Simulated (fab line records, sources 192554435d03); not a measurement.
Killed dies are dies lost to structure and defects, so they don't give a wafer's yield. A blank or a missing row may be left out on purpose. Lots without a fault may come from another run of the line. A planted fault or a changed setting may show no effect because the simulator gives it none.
A struck lot beside a sound one | flow n5_finfet | 14 steps out of a route of 1938
Sound: wafers L178.1, L178.2, L178.4. Struck: wafers L188.4, L188.5, L188.6. The cause comes at the end.
At each step with rows: each side's tool, then ch and its chambers, then its first start. Under that, the readings that differ: sound wafers | struck wafers | difference of the means | sigmas: that difference in standard deviations of wafers without a fault.
alike: readings whose means differ by less than 2 such deviations, and words and numbers that are the same on both sides. not compared: withheld readings, readings that some wafer has no value for, bounds like >300 that may hide the same value, and numbers for which the record gives no deviation and whose values overlap.
The two part at a step that has a row with sigmas, a row that says differs or no value, or rows on one side only. Numbers that don't overlap but have no deviation are shown without sigmas and don't part them. A reading that every wafer of one side lacks parts them only if that side has two wafers or more.

first, 3 steps without rows for these wafers: N5_BEOL_M9_EXPOSE_25 (exposes mask V8); N5_BEOL_M9_PEB_26 (peb time 60 s); N5_BEOL_M9_DEVELOP_27 (develop time 30 s).
N5_BEOL_M9_CD_MEAS_28: target cd 70 nm.
  sound on cd_sem-03 ch 0, day 10 16:52; struck on cd_sem-03 ch 0, day 13 13:37
  alike: cd_nm
N5_BEOL_M9_OVL_MEAS_29:
  sound on overlay-02 ch 0, day 10 16:53; struck on overlay-02 ch 0, day 13 13:40
  alike: V8_OVL
N5_BEOL_M9_INSPECT_30: inspects for defects (brightfield).
  sound on defect_inspect-02, day 10 16:57; struck on defect_inspect-01, day 13 13:42
  alike: raw_defect_count
N5_BEOL_M9_DESCUM_33: chemistry O2, time 7 s.
  sound on rie_diel-06 ch 0,2,3, day 10 16:59; struck on rie_diel-05 ch 0,1,3, day 13 13:46
  alike: drypump_motor_current_A, oes_product_au, rf_fwd_power_W, rf_vpp_V, showerhead_plenum_p_Torr, throttle_valve_pct
  not compared: rf_hours_counter_h
N5_BEOL_M9_ETCH_76: etches underlayer in N2/H2, target depth 6.5 nm, time 5.2 s.
  sound on rie_diel-06 ch 0,2,3, day 10 17:01; struck on rie_diel-05 ch 0,1,3, day 13 13:48
  alike: drypump_motor_current_A, etch_rf_on_time_s, n2_flow_sccm, oes_product_au, rf_fwd_power_W, rf_vpp_V, showerhead_plenum_p_Torr, throttle_valve_pct
  not compared: rf_hours_counter_h
N5_BEOL_M9_ETCH_65: etches SiARC in CF4, target depth 15.6 nm, time 26 s.
  sound on rie_diel-06 ch 0,2,3, day 10 17:02; struck on rie_diel-05 ch 0,1,3, day 13 13:49
  alike: drypump_motor_current_A, etch_rf_on_time_s, oes_product_au, rf_fwd_power_W, rf_vpp_V, showerhead_plenum_p_Torr, throttle_valve_pct
  not compared: rf_hours_counter_h
N5_BEOL_M9_ETCH_66: etches SOC in N2/H2, target depth 80 nm, overetch 16 nm, time 120 s.
  sound on rie_diel-06 ch 0,2,3, day 10 17:04; struck on rie_diel-05 ch 0,1,3, day 13 13:50
  alike: drypump_motor_current_A, n2_flow_sccm, oes_product_au, rf_fwd_power_W, rf_vpp_V, showerhead_plenum_p_Torr, throttle_valve_pct
  not compared: rf_hours_counter_h
then, 2 steps without rows for these wafers: N5_BEOL_M9_STRIP_69 (strips in N2/H2); N5_BEOL_M9_STRIP_77 (strips in N2/H2).
N5_BEOL_M9_VIA_ETCH_34: etches SiCOH lowk in C4F6/O2, target depth 182.4 nm, time 68.4 s.
  sound on rie_diel-06 ch 0,2,3, day 10 17:10; struck on rie_diel-05 ch 0,1,3, day 13 13:56
  reading                                  | sound             | struck            | difference | sigmas
  oes_f_703_au (a.u.)                      | 0.74 0.70 0.86    | 0.62 0.47 0.59    | -0.21      | -3
  rf_fwd_power_W (W)                       | 342.8 341.5 343.9 | 260.2 259.6 258.3 | -83.4      | -69
  rf_vpp_V (V)                             | 678 654 656       | 767 770 786       | +112       | +11
  model.etch.depth_nm (nm)                 | 185.8 181 183.3   | 167.7 162.2 162.6 | -19.2      |
  model.SOC_of_BEOL_M9_COAT_63.thk_nm (nm) | 51 51.2 51        | 52 52 52.2        | +1         |
  alike: drypump_motor_current_A, oes_product_au, showerhead_plenum_p_Torr, throttle_valve_pct
  not compared: rf_hours_counter_h
then, 1 step without rows for these wafers: N5_BEOL_M9_STRIP_73 (strips in C4F6/O2).

WHERE THEY PART
Only at N5_BEOL_M9_VIA_ETCH_34, within this record.

WHY: what the simulator had put in
Process parameter drift: rie_diel-05, from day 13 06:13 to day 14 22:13, at N5_BEOL_M9_VIA_ETCH_34. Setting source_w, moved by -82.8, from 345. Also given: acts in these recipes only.
